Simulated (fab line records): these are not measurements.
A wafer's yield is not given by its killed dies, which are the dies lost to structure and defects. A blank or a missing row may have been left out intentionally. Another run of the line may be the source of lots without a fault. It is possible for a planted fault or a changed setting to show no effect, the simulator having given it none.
Chamber matching ; flow n5Finfet ; N5_BEOL_M8_PECVD_70 on pecvd-03 has 3 sister chambers
The step deposits SiO2 from TEOS/O2, target thk 20 nm, time 22.7 s. 6 wafers are shown with their chamber, then 10 later ones without.

## WAFERS WITH THEIR CHAMBER
wafer;chamber;throttleValvePct (%);showerheadVppV (V)
L084.2;2;20.7;1270
L084.4;2;20.9;1274
L087.4;0;22.1;1367
L087.5;1;22.7;1305
L089.1;1;22.5;1303
L089.2;0;21.9;1349

## WAFERS WITHOUT THEIR CHAMBER
wafer;throttleValvePct (%);showerheadVppV (V)
L089.6;22.0;1339
L093.3;22.6;1299
L093.4;22.7;1327
L093.6;22.2;1339
L094.1;22.7;1315
L094.4;22.7;1322
L094.5;20.9;1251
L096.3;21.1;1271
L096.5;20.7;1265
L096.6;22.3;1362

## THE CHAMBER EACH PASSED THROUGH
wafer;from the rows above;in truth
L089.6;0;0
L093.3;1;1
L093.4;1;1
L093.6;0;0
L094.1;1;1
L094.4;1;1
L094.5;2;2
L096.3;2;2
L096.5;2;2
L096.6;0;0
Correctly placed: 10 of 10. Not placeable from these rows: 0. Number placed wrongly: 0.
How it was worked out, from the rows above alone: a wafer's distance from a chamber is the root of the sum, over the readings, of the square of ((its reading less the chamber's mean) divided by the reading's scatter). If the next closest chamber is less than 2 further off than the closest, the wafer can't be placed; otherwise it belongs to the closest. For every chamber, the mean is computed from those of its wafers that are shown. The scatter: the root of (the sum of the squares of (reading less its chamber's mean) over the shown wafers, divided by (wafers less chambers)).
